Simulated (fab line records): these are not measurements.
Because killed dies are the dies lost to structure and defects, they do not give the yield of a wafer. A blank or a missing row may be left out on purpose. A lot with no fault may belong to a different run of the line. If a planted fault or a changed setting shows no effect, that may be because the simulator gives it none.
fab line records    flow nand-harc    part 1 of 2: steps 1 to 16 of 28
[record] lots = 5  wafers = 15  last-day = 25
route steps=1159 shown A_STAIRCASE@582
lots that met no fault: from a run of the same line without faults
start-h: hours from the record's first day to the start of the lot's first wafer shown    wait-h: time in hours since the lot's previous step    " as in the row above    L1.1+2: one row covering several wafers at once    - either no value or no given start    * or withheld: withheld    < > ~ a bound
route shown NAME@n: NAME is a module with steps in the file, n the number in the route of the first one    usual: the fault-free wafers' mean and standard deviation    same: alike in all rows    chamber/n: place in a boat    sites: the reading at each site    _std_site: standard deviation across them    _edge_site: mean of outer sites minus mean of inner sites    radius-mm: for every site, how far away it sits from the centre of the wafer    mask NAME#n: copy n    behind: the most recent tool/chamber to have shaped the wafer    hold: what put the lot on hold/how long, in hours/how the hold closed    device: transistor that didn't switch, given as n, p or np    end of line: tests of these same wafers at the route's end    a step given without rows: its recipe and nothing more    killed: count of dies lost to structure and defects at first sort (not the wafer's yield)    map: a wafer's dies, x killed, . not, _ none there
set.NAME: the run value of the setting; set.NAME@STEP: its run value at that earlier step    model.NAME: the simulator's own value behind a step, which no gauge read
lots at some steps of the route; a table a step, a row a wafer
services: from which hour (start-h, from the record's first day; less than 0 if before it) a tool's chamber was out of use, for how many hours, and why
[[steps]]
[step NHARC_A_STAIRCASE_ETCH_188]
[recipe] target-depth-a = 1000  time-s = 40.5  ion-energy-ev = 400  c4f8-flow-sccm = 20  o2-flow-sccm = 10  ar-flow-sccm = withheld  rf-w = 600  bias-w = 1000  chemistry = C4F8/O2
[usual] oes-product-au = 0.937/0.014  rf-vpp-V = 894/5.8
lot.wafer  tool         chamber  start-h  wait-h  oes-product-au  rf-hours-counter-h  rf-vpp-V
L077.4     rie-diel-01  1        -        -       0.925           42                  889
L077.2     "            2        "        "       0.939           36                  888
L077.3     "            3        "        "       0.917           43                  898
L089.3     rie-diel-01  1        -        -       0.938           1                   888
L089.4     "            2        "        "       0.933           1                   889
L089.6     "            0        "        "       0.949           -                   894
L090.3     rie-diel-06  0        -        -       0.935           35                  899
L090.5     "            1        "        "       0.934           -                   901
L090.6     "            2        "        "       0.940           -                   898
L091.2     rie-diel-13  1        -        -       0.919           23                  890
L091.6     "            0        "        "       0.924           -                   899
L091.5     "            1        "        "       0.932           -                   889
L097.2     rie-diel-13  2        -        -       0.916           41                  904
L097.4     "            1        "        "       0.932           39                  888
L097.5     "            2        "        "       0.922           -                   905
[step NHARC_A_STAIRCASE_TRIM_189]
[recipe] time-s = 211.2  o2-flow-sccm = 500  ar-flow-sccm = 0  bias-w = 0  chemistry = O2
[usual] drypump-motor-current-A = 6.0/0.4  oes-product-au = 0.999/0.009  rf-vpp-V = 57.7/0.96  showerhead-plenum-p-Torr = 3.48/0.15  throttle-valve-pct = 17.037/0.0093
lot.wafer  tool         chamber  start-h  wait-h  drypump-motor-current-A  oes-product-au  rf-hours-counter-h  rf-vpp-V  showerhead-plenum-p-Torr  throttle-valve-pct
L077.4     rie-diel-01  0        -        -       5.8                      0.995           41                  57.3      3.48                      17.047
L077.3     "            1        "        "       5.6                      0.993           42                  56.9      3.33                      17.034
L077.2     "            2        "        "       5.8                      1.003           36                  58.1      3.35                      17.038
L089.3     rie-diel-01  0        -        -       5.8                      1.004           1                   57.0      3.47                      17.042
L089.4     "            2        "        "       5.8                      0.999           1                   57.3      3.34                      17.042
L089.6     "            0        "        "       5.8                      1.010           -                   57.7      3.46                      17.023
L090.3     rie-diel-06  2        -        -       6.4                      0.995           33                  58.3      3.59                      17.040
L090.6     "            0        "        "       5.9                      0.985           -                   57.7      3.59                      17.017
L090.5     "            1        "        "       6.6                      1.002           -                   58.4      3.68                      17.043
L091.2     rie-diel-13  0        -        -       5.6                      1.004           22                  59.5      3.57                      17.050
L091.6     "            0        "        "       5.7                      1.010           -                   57.2      3.57                      17.021
L091.5     "            1        "        "       5.3                      1.009           -                   55.2      3.35                      17.021
L097.4     rie-diel-13  1        -        -       5.3                      0.998           39                  56.7      3.34                      17.042
L097.2     "            0        "        "       5.6                      0.998           37                  58.4      3.56                      17.025
L097.5     "            1        "        "       5.3                      1.004           -                   56.9      3.34                      17.040
[step NHARC_A_STAIRCASE_ETCH_190]
[recipe] target-depth-a = 1000  time-s = 40.5  ion-energy-ev = 400  c4f8-flow-sccm = 20  o2-flow-sccm = 10  ar-flow-sccm = withheld  rf-w = 600  bias-w = 1000  chemistry = C4F8/O2
[usual] oes-product-au = 0.939/0.012  rf-vpp-V = 894/5.9
lot.wafer  tool         chamber  start-h  wait-h  oes-product-au  rf-hours-counter-h  rf-vpp-V
L077.4     rie-diel-01  0        -        -       0.952           41                  894
L077.3     "            2        "        "       0.949           36                  891
L077.2     "            3        "        "       0.936           44                  897
L089.3     rie-diel-01  2        -        -       0.943           1                   889
L089.4     "            3        "        "       0.947           1                   895
L089.6     "            0        "        "       0.943           -                   893
L090.3     rie-diel-06  1        -        -       0.941           34                  901
L090.6     "            0        "        "       0.925           -                   897
L090.5     "            1        "        "       0.944           -                   902
L091.2     rie-diel-13  3        -        -       0.929           26                  886
L091.6     "            2        "        "       0.925           -                   905
L091.5     "            3        "        "       0.922           -                   887
L097.2     rie-diel-13  0        -        -       0.947           37                  897
L097.4     "            1        "        "       0.930           39                  889
L097.5     "            2        "        "       0.935           -                   906
[step NHARC_A_STAIRCASE_TRIM_191]
[recipe] time-s = 211.2  o2-flow-sccm = 500  ar-flow-sccm = 0  bias-w = 0  chemistry = O2
[usual] drypump-motor-current-A = 6.0/0.41  oes-product-au = 0.999/0.0095  rf-vpp-V = 57.7/0.88  showerhead-plenum-p-Torr = 3.48/0.15  throttle-valve-pct = 17.037/0.0085
lot.wafer  tool         chamber  start-h  wait-h  drypump-motor-current-A  oes-product-au  rf-hours-counter-h  rf-vpp-V  showerhead-plenum-p-Torr  throttle-valve-pct
L077.2     rie-diel-01  3        -        -       6.0                      0.981           44                  58.0      3.55                      17.033
L077.4     "            0        "        "       5.8                      0.993           41                  57.3      3.48                      17.037
L077.3     "            2        "        "       5.8                      0.990           36                  58.8      3.35                      17.048
L089.4     rie-diel-01  2        -        -       5.8                      1.004           1                   57.7      3.34                      17.030
L089.3     "            3        "        "       6.0                      1.001           1                   56.1      3.54                      17.034
L089.6     "            0        "        "       5.8                      1.014           -                   57.4      3.47                      17.052
L090.3     rie-diel-06  0        -        -       5.9                      0.982           35                  59.8      3.59                      17.032
L090.6     "            1        "        "       6.6                      0.997           -                   57.1      3.68                      17.042
L090.5     "            2        "        "       6.4                      0.990           -                   57.4      3.59                      17.033
L091.2     rie-diel-13  2        -        -       6.6                      0.997           25                  58.6      3.79                      17.040
L091.5     "            3        "        "       5.4                      0.980           -                   57.0      3.28                      17.047
L091.6     "            0        "        "       5.6                      1.002           -                   58.7      3.57                      17.044
L097.2     rie-diel-13  3        -        -       5.4                      1.000           41                  58.2      3.27                      17.029
L097.4     "            2        "        "       6.6                      0.996           41                  58.5      3.78                      17.033
L097.5     "            0        "        "       5.6                      1.003           -                   57.2      3.56                      17.043
[step NHARC_A_STAIRCASE_ETCH_192]
[recipe] target-depth-a = 1000  time-s = 40.5  ion-energy-ev = 400  c4f8-flow-sccm = 20  o2-flow-sccm = 10  ar-flow-sccm = withheld  rf-w = 600  bias-w = 1000  chemistry = C4F8/O2
[usual] oes-product-au = 0.937/0.011  rf-vpp-V = 894/5.9
lot.wafer  tool         chamber  start-h  wait-h  oes-product-au  rf-hours-counter-h  rf-vpp-V
L077.3     rie-diel-01  2        -        -       0.930           36                  890
L077.4     "            3        "        "       0.932           44                  898
L077.2     "            0        "        "       0.933           41                  893
L089.4     rie-diel-01  2        -        -       0.933           1                   889
L089.3     "            0        "        "       0.944           1                   892
L089.6     "            2        "        "       0.932           -                   888
L090.3     rie-diel-06  1        -        -       0.952           34                  901
L090.5     "            1        "        "       0.947           -                   902
L090.6     "            2        "        "       0.937           -                   899
L091.2     rie-diel-13  2        -        -       0.951           25                  906
L091.6     "            0        "        "       0.933           -                   898
L091.5     "            1        "        "       0.944           -                   890
L097.4     rie-diel-13  3        -        -       0.935           41                  886
L097.2     "            1        "        "       0.949           40                  889
L097.5     "            3        "        "       0.935           -                   886
[step NHARC_A_STAIRCASE_TRIM_193]
[recipe] time-s = 211.2  o2-flow-sccm = 500  ar-flow-sccm = 0  bias-w = 0  chemistry = O2
[usual] drypump-motor-current-A = 6.0/0.41  oes-product-au = 0.998/0.009  rf-vpp-V = 57.7/0.9  showerhead-plenum-p-Torr = 3.48/0.16  throttle-valve-pct = 17.036/0.0097
lot.wafer  tool         chamber  start-h  wait-h  drypump-motor-current-A  oes-product-au  rf-hours-counter-h  rf-vpp-V  showerhead-plenum-p-Torr  throttle-valve-pct
L077.2     rie-diel-01  1        -        -       5.6                      0.998           42                  57.6      3.33                      17.019
L077.4     "            2        "        "       5.8                      1.002           36                  57.6      3.35                      17.049
L077.3     "            3        "        "       6.0                      0.991           44                  58.6      3.55                      17.028
L089.3     rie-diel-01  2        -        -       5.8                      1.006           1                   56.6      3.34                      17.033
L089.4     "            0        "        "       5.8                      1.013           1                   57.3      3.46                      17.043
L089.6     "            2        "        "       5.8                      1.001           -                   57.0      3.34                      17.031
L090.3     rie-diel-06  3        -        -       6.3                      0.996           35                  56.2      3.28                      17.048
L090.6     "            0        "        "       5.9                      0.987           -                   58.5      3.59                      17.039
L090.5     "            1        "        "       6.6                      1.007           -                   57.8      3.67                      17.015
L091.2     rie-diel-13  1        -        -       5.3                      0.990           24                  57.1      3.35                      17.020
L091.6     "            2        "        "       6.5                      0.992           -                   58.4      3.79                      17.033
L091.5     "            3        "        "       5.4                      0.989           -                   55.7      3.28                      17.030
L097.4     rie-diel-13  3        -        -       5.4                      0.993           42                  56.3      3.27                      17.029
L097.2     "            0        "        "       5.7                      0.998           38                  58.1      3.56                      17.043
L097.5     "            3        "        "       5.4                      0.992           -                   56.9      3.27                      17.035
[step NHARC_A_STAIRCASE_ETCH_194]
[recipe] target-depth-a = 1000  time-s = 40.5  ion-energy-ev = 400  c4f8-flow-sccm = 20  o2-flow-sccm = 10  ar-flow-sccm = withheld  rf-w = 600  bias-w = 1000  chemistry = C4F8/O2
[usual] oes-product-au = 0.940/0.012  rf-vpp-V = 894/5.8
lot.wafer  tool         chamber  start-h  wait-h  oes-product-au  rf-hours-counter-h  rf-vpp-V
L077.2     rie-diel-01  0        -        -       0.936           41                  895
L077.3     "            1        "        "       0.933           43                  889
L077.4     "            2        "        "       0.951           36                  889
L089.3     rie-diel-01  3        -        -       0.959           1                   897
L089.4     "            0        "        "       0.954           1                   895
L089.6     "            3        "        "       0.948           -                   898
L090.3     rie-diel-06  0        -        -       0.928           35                  899
L090.6     "            3        "        "       0.943           -                   887
L090.5     "            0        "        "       0.939           -                   898
L091.2     rie-diel-13  0        -        -       0.938           23                  898
L091.5     "            2        "        "       0.930           -                   905
L091.6     "            3        "        "       0.924           -                   887
L097.2     rie-diel-13  3        -        -       0.953           42                  888
L097.4     "            0        "        "       0.959           38                  897
L097.5     "            0        "        "       0.979           -                   896
[step NHARC_A_STAIRCASE_TRIM_196]
[recipe] time-s = 211.2  o2-flow-sccm = 500  ar-flow-sccm = 0  bias-w = 0  chemistry = O2
[usual] drypump-motor-current-A = 6.0/0.36  oes-product-au = 0.999/0.0089  rf-vpp-V = 57.7/0.83  showerhead-plenum-p-Torr = 3.46/0.15  throttle-valve-pct = 17.036/0.0092
lot.wafer  tool         chamber  start-h  wait-h  drypump-motor-current-A  oes-product-au  rf-hours-counter-h  rf-vpp-V  showerhead-plenum-p-Torr  throttle-valve-pct
L077.2     rie-diel-01  3        252.13   0.1     6.0                      0.983           44                  58.7      3.55                      17.045
L077.3     "            0        "        "       5.7                      0.987           41                  57.7      3.48                      17.025
L077.4     "            1        "        "       5.6                      1.000           43                  56.1      3.33                      17.041
L089.4     rie-diel-01  2        328.16   0.1     5.8                      1.005           1                   56.8      3.34                      17.030
L089.3     "            1        "        "       5.6                      1.000           1                   58.6      3.32                      17.053
L089.6     "            3        "        "       6.0                      1.001           -                   57.8      3.54                      17.033
L090.3     rie-diel-06  1        339.72   0.1     6.5                      1.000           34                  58.4      3.67                      17.027
L090.5     "            2        "        "       6.4                      0.981           -                   57.7      3.59                      17.037
L090.6     "            3        "        "       6.3                      1.001           -                   58.2      3.28                      17.050
L091.2     rie-diel-13  2        340.74   0.1     6.5                      1.000           25                  58.1      3.79                      17.027
L091.5     "            2        "        "       6.6                      0.994           -                   59.1      3.79                      17.049
L091.6     "            3        "        "       5.4                      0.989           -                   55.7      3.28                      17.027
L097.4     rie-diel-01  2        384.92   0.1     5.8                      1.005           23                  58.4      3.33                      17.038
L097.2     "            0        "        "       5.8                      1.003           22                  56.8      3.45                      17.038
L097.5     "            2        "        "       5.7                      1.018           -                   58.2      3.33                      17.034
[step NHARC_A_STAIRCASE_ETCH_197]
[recipe] target-depth-a = 1000  time-s = 40.5  ion-energy-ev = 400  c4f8-flow-sccm = 20  o2-flow-sccm = 10  ar-flow-sccm = withheld  rf-w = 600  bias-w = 1000  chemistry = C4F8/O2
[usual] oes-product-au = 0.948/0.019  rf-vpp-V = 894/5.4
lot.wafer  tool         chamber  start-h  wait-h  oes-product-au  rf-hours-counter-h  rf-vpp-V
L077.2     rie-diel-01  0        -        -       0.931           42                  895
L077.4     "            1        "        "       0.939           43                  887
L077.3     "            3        "        "       0.934           44                  899
L089.3     rie-diel-01  3        -        -       0.939           1                   897
L089.4     "            0        "        "       0.949           1                   894
L089.6     "            2        "        "       0.943           -                   890
L090.3     rie-diel-06  2        -        -       0.944           34                  899
L090.5     "            0        "        "       0.938           -                   898
L090.6     "            1        "        "       0.946           -                   901
L091.2     rie-diel-13  2        -        -       0.934           25                  904
L091.6     "            3        "        "       0.928           -                   887
L091.5     "            0        "        "       0.948           -                   897
L097.2     rie-diel-01  1        -        -       0.950           20                  887
L097.4     "            2        "        "       0.956           23                  887
L097.5     "            0        "        "       0.972           -                   894
[step NHARC_A_STAIRCASE_TRIM_198]
[recipe] time-s = 211.2  o2-flow-sccm = 500  ar-flow-sccm = 0  bias-w = 0  chemistry = O2
[usual] drypump-motor-current-A = 5.9/0.37  oes-product-au = 1.000/0.0097  rf-vpp-V = 57.8/0.99  showerhead-plenum-p-Torr = 3.46/0.15  throttle-valve-pct = 17.038/0.0084
lot.wafer  tool         chamber  start-h  wait-h  drypump-motor-current-A  oes-product-au  rf-hours-counter-h  rf-vpp-V  showerhead-plenum-p-Torr  throttle-valve-pct
L077.4     rie-diel-01  2        -        -       5.8                      1.003           37                  58.6      3.35                      17.050
L077.3     "            0        "        "       5.7                      0.997           42                  56.3      3.48                      17.028
L077.2     "            1        "        "       5.6                      0.996           43                  58.3      3.33                      17.042
L089.3     rie-diel-01  1        -        -       5.6                      1.001           1                   58.2      3.32                      17.036
L089.4     "            3        "        "       6.0                      1.009           1                   57.2      3.54                      17.036
L089.6     "            1        "        "       5.6                      1.010           -                   58.0      3.32                      17.029
L090.3     rie-diel-06  0        -        -       5.9                      0.983           35                  58.3      3.59                      17.038
L090.6     "            1        "        "       6.6                      1.007           -                   58.2      3.67                      17.031
L090.5     "            2        "        "       6.5                      0.993           -                   59.3      3.59                      17.041
L091.2     rie-diel-13  2        -        -       6.5                      0.997           25                  57.2      3.79                      17.037
L091.5     "            3        "        "       5.4                      0.992           -                   55.2      3.28                      17.042
L091.6     "            0        "        "       5.6                      0.995           -                   57.4      3.57                      17.032
L097.4     rie-diel-01  2        -        -       5.8                      1.020           23                  58.6      3.33                      17.028
L097.2     "            0        "        "       5.8                      1.000           23                  58.5      3.45                      17.027
L097.5     "            2        "        "       5.8                      1.017           -                   57.2      3.33                      17.028
[step NHARC_A_STAIRCASE_ETCH_199]
[recipe] target-depth-a = 1000  time-s = 40.5  ion-energy-ev = 400  c4f8-flow-sccm = 20  o2-flow-sccm = 10  ar-flow-sccm = withheld  rf-w = 600  bias-w = 1000  chemistry = C4F8/O2
[usual] oes-product-au = 0.942/0.012  rf-vpp-V = 894/5.6
lot.wafer  tool         chamber  start-h  wait-h  oes-product-au  rf-hours-counter-h  rf-vpp-V
L077.4     rie-diel-01  0        -        -       0.923           42                  894
L077.3     "            1        "        "       0.932           43                  889
L077.2     "            2        "        "       0.926           37                  890
L089.4     rie-diel-01  0        -        -       0.951           1                   894
L089.3     "            1        "        "       0.939           1                   888
L089.6     "            3        "        "       0.935           -                   898
L090.3     rie-diel-06  2        -        -       0.927           34                  898
L090.5     "            0        "        "       0.954           -                   899
L090.6     "            1        "        "       0.942           -                   901
L091.2     rie-diel-13  2        -        -       0.927           25                  906
L091.6     "            1        "        "       0.943           -                   888
L091.5     "            2        "        "       0.932           -                   906
L097.4     rie-diel-01  3        -        -       0.956           23                  896
L097.2     "            1        "        "       0.945           21                  887
L097.5     "            3        "        "       0.956           -                   896
[step NHARC_A_STAIRCASE_TRIM_200]
[recipe] time-s = 211.2  o2-flow-sccm = 500  ar-flow-sccm = 0  bias-w = 0  chemistry = O2
[usual] drypump-motor-current-A = 6.0/0.37  oes-product-au = 0.999/0.0091  rf-vpp-V = 57.6/0.92  showerhead-plenum-p-Torr = 3.47/0.15  throttle-valve-pct = 17.036/0.0092
lot.wafer  tool         chamber  start-h  wait-h  drypump-motor-current-A  oes-product-au  rf-hours-counter-h  rf-vpp-V  showerhead-plenum-p-Torr  throttle-valve-pct
L077.4     rie-diel-01  3        -        -       6.0                      0.987           44                  58.3      3.55                      17.033
L077.2     "            0        "        "       5.8                      0.997           42                  56.7      3.48                      17.036
L077.3     "            2        "        "       5.8                      0.995           37                  58.7      3.35                      17.040
L089.4     rie-diel-01  3        -        -       6.0                      0.996           2                   57.5      3.54                      17.049
L089.3     "            2        "        "       5.8                      0.998           2                   57.4      3.34                      17.052
L089.6     "            3        "        "       6.0                      1.000           -                   57.9      3.54                      17.047
L090.3     rie-diel-06  0        -        -       5.9                      0.993           36                  59.3      3.59                      17.063
L090.5     "            1        "        "       6.6                      1.007           -                   58.2      3.68                      17.039
L090.6     "            2        "        "       6.4                      0.995           -                   56.9      3.59                      17.037
L091.2     rie-diel-13  1        -        -       5.3                      0.998           24                  56.2      3.35                      17.031
L091.5     "            1        "        "       5.3                      1.004           -                   56.2      3.35                      17.026
L091.6     "            2        "        "       6.6                      1.004           -                   59.1      3.79                      17.033
L097.4     rie-diel-01  1        -        -       5.6                      1.006           21                  56.0      3.31                      17.024
L097.2     "            3        "        "       6.0                      0.994           23                  58.1      3.53                      17.033
L097.5     "            1        "        "       5.6                      1.001           -                   58.1      3.31                      17.026
[step NHARC_A_STAIRCASE_ETCH_201]
[recipe] target-depth-a = 1000  time-s = 40.5  ion-energy-ev = 400  c4f8-flow-sccm = 20  o2-flow-sccm = 10  ar-flow-sccm = withheld  rf-w = 600  bias-w = 1000  chemistry = C4F8/O2
[usual] oes-product-au = 0.941/0.011  rf-vpp-V = 894/5.4
lot.wafer  tool         chamber  start-h  wait-h  oes-product-au  rf-hours-counter-h  rf-vpp-V
L077.2     rie-diel-01  1        -        -       0.932           44                  888
L077.3     "            2        "        "       0.930           37                  891
L077.4     "            0        "        "       0.922           42                  894
L089.4     rie-diel-01  2        -        -       0.954           2                   890
L089.3     "            3        "        "       0.940           2                   897
L089.6     "            1        "        "       0.945           -                   887
L090.3     rie-diel-06  2        -        -       0.926           34                  898
L090.6     "            1        "        "       0.939           -                   901
L090.5     "            2        "        "       0.937           -                   899
L091.2     rie-diel-13  1        -        -       0.940           24                  890
L091.5     "            0        "        "       0.952           -                   898
L091.6     "            1        "        "       0.952           -                   890
L097.2     rie-diel-01  0        -        -       0.949           23                  894
L097.4     "            3        "        "       0.953           23                  896
L097.5     "            1        "        "       0.937           -                   887
[step NHARC_A_STAIRCASE_TRIM_202]
[recipe] time-s = 211.2  o2-flow-sccm = 500  ar-flow-sccm = 0  bias-w = 0  chemistry = O2
[usual] drypump-motor-current-A = 6.0/0.37  oes-product-au = 1.000/0.0087  rf-vpp-V = 57.8/0.88  showerhead-plenum-p-Torr = 3.47/0.15  throttle-valve-pct = 17.037/0.0095
lot.wafer  tool         chamber  start-h  wait-h  drypump-motor-current-A  oes-product-au  rf-hours-counter-h  rf-vpp-V  showerhead-plenum-p-Torr  throttle-valve-pct
L077.3     rie-diel-01  0        -        -       5.8                      1.003           42                  56.3      3.48                      17.046
L077.2     "            2        "        "       5.8                      0.999           38                  57.7      3.35                      17.025
L077.4     "            3        "        "       6.0                      0.987           45                  58.2      3.55                      17.042
L089.3     rie-diel-01  2        -        -       5.8                      1.004           2                   58.7      3.34                      17.044
L089.4     "            0        "        "       5.8                      1.010           2                   57.7      3.46                      17.060
L089.6     "            2        "        "       5.8                      1.016           -                   58.9      3.34                      17.020
L090.3     rie-diel-06  1        -        -       6.6                      1.012           35                  58.6      3.67                      17.039
L090.5     "            0        "        "       5.9                      0.992           -                   57.5      3.59                      17.049
L090.6     "            1        "        "       6.5                      1.001           -                   56.3      3.67                      17.023
L091.2     rie-diel-13  1        -        -       5.3                      0.985           24                  57.4      3.35                      17.038
L091.6     "            0        "        "       5.7                      1.000           -                   58.3      3.57                      17.041
L091.5     "            1        "        "       5.3                      0.994           -                   55.8      3.35                      17.047
L097.2     rie-diel-01  2        -        -       5.8                      1.015           23                  58.8      3.33                      17.047
L097.4     "            0        "        "       5.8                      1.008           23                  57.6      3.45                      17.023
L097.5     "            3        "        "       6.0                      1.003           -                   56.8      3.53                      17.040
[step NHARC_A_STAIRCASE_ETCH_203]
[recipe] target-depth-a = 1000  time-s = 40.5  ion-energy-ev = 400  c4f8-flow-sccm = 20  o2-flow-sccm = 10  ar-flow-sccm = withheld  rf-w = 600  bias-w = 1000  chemistry = C4F8/O2
[usual] oes-product-au = 0.942/0.012  rf-vpp-V = 893/5.6
lot.wafer  tool         chamber  start-h  wait-h  oes-product-au  rf-hours-counter-h  rf-vpp-V
L077.2     rie-diel-01  0        -        -       0.929           43                  893
L077.4     "            2        "        "       0.929           38                  891
L077.3     "            3        "        "       0.915           45                  899
L089.3     rie-diel-01  2        -        -       0.929           2                   889
L089.4     "            0        "        "       0.930           2                   894
L089.6     "            2        "        "       0.932           -                   890
L090.3     rie-diel-06  1        -        -       0.936           35                  902
L090.6     "            2        "        "       0.932           -                   898
L090.5     "            3        "        "       0.944           -                   886
L091.2     rie-diel-13  3        -        -       0.941           27                  888
L091.5     "            0        "        "       0.941           -                   897
L091.6     "            1        "        "       0.938           -                   889
L097.4     rie-diel-01  1        -        -       0.958           21                  888
L097.2     "            0        "        "       0.958           23                  893
L097.5     "            1        "        "       0.951           -                   888
[step NHARC_A_STAIRCASE_STRIP_205]
[recipe] power-w = 1500  temp-c = 250  chemistry = O2
[usual] drypump-motor-current-A = 5.41/0.28  heater-power-w = 335/33
lot.wafer  tool             chamber  start-h  wait-h  drypump-motor-current-A  heater-power-w  rf-hours-counter-h
L077.2     plasma-asher-01  0        254.41   0.1     5.10                     356             51
L077.4     "                1        "        "       5.11                     399             -
L077.3     "                0        "        "       5.11                     357             -
L089.3     plasma-asher-02  0        329.61   0.2     5.59                     297             -
L089.4     "                1        "        "       5.78                     328             -
L089.6     "                1        "        "       5.74                     334             -
L090.3     plasma-asher-01  0        340.90   0.2     5.11                     344             -
L090.6     "                1        "        "       5.14                     383             -
L090.5     "                0        "        "       5.11                     347             -
L091.2     plasma-asher-02  1        342.04   0.1     5.70                     322             52
L091.5     "                1        "        "       5.72                     330             -
L091.6     "                0        "        "       5.60                     294             -
L097.2     plasma-asher-02  1        386.16   0.1     5.70                     311             7
L097.4     "                1        "        "       5.74                     311             -
L097.5     "                0        "        "       5.59                     300             -
